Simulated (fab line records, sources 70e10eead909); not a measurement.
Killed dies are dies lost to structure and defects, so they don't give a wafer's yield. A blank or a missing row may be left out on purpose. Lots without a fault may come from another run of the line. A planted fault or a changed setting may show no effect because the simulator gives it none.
Chamber matching | flow nand_harc | NHARC_A_M1_PRE_CLEAN_32 on pecvd-01: 3 sister chambers
The step time 12 s. 3 wafers are shown with their chamber, then 12 later ones without.

WAFERS WITH THEIR CHAMBER
wafer  | chamber | heater_power_w (W)
L082.6 | 2       | 575
L086.2 | 0       | 636
L086.5 | 1       | 859

WAFERS WITHOUT THEIR CHAMBER
wafer  | heater_power_w (W)
L091.1 | 766
L091.5 | 819
L091.6 | 753
L089.2 | 730
L089.3 | 878
L089.5 | 903
L094.2 | 877
L094.4 | 629
L094.5 | 763
L096.1 | 822
L096.3 | 762
L096.6 | 808

WHICH CHAMBER EACH WENT THROUGH
wafer  | from the rows above          | in truth
L091.1 | can't be placed: 1 or 0 or 2 | 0
L091.5 | 1                            | 1
L091.6 | can't be placed: 1 or 0 or 2 | 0
L089.2 | can't be placed: 0 or 1 or 2 | 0
L089.3 | 1                            | 1
L089.5 | 1                            | 1
L094.2 | 1                            | 1
L094.4 | can't be placed: 0 or 2      | 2
L094.5 | can't be placed: 1 or 0 or 2 | 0
L096.1 | 1                            | 1
L096.3 | can't be placed: 1 or 0 or 2 | 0
L096.6 | can't be placed: 1 or 0      | 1
Placed correctly: 5 of 12. Can't be placed from these rows: 7 (the true chamber is among the candidates in 7). Placed wrongly: 0.
How it was worked out, from the rows above alone: a wafer's distance from a chamber is the root of the sum, over the readings, of the square of ((its reading less the chamber's mean) divided by the reading's scatter). The wafer belongs to the nearest chamber; if the next one is less than 2 further off, it can't be placed. A chamber's mean is the mean of its shown wafers. The scatter: with one shown wafer a chamber, the root of the mean of the squares of how far each hidden wafer lies from its nearest shown one.
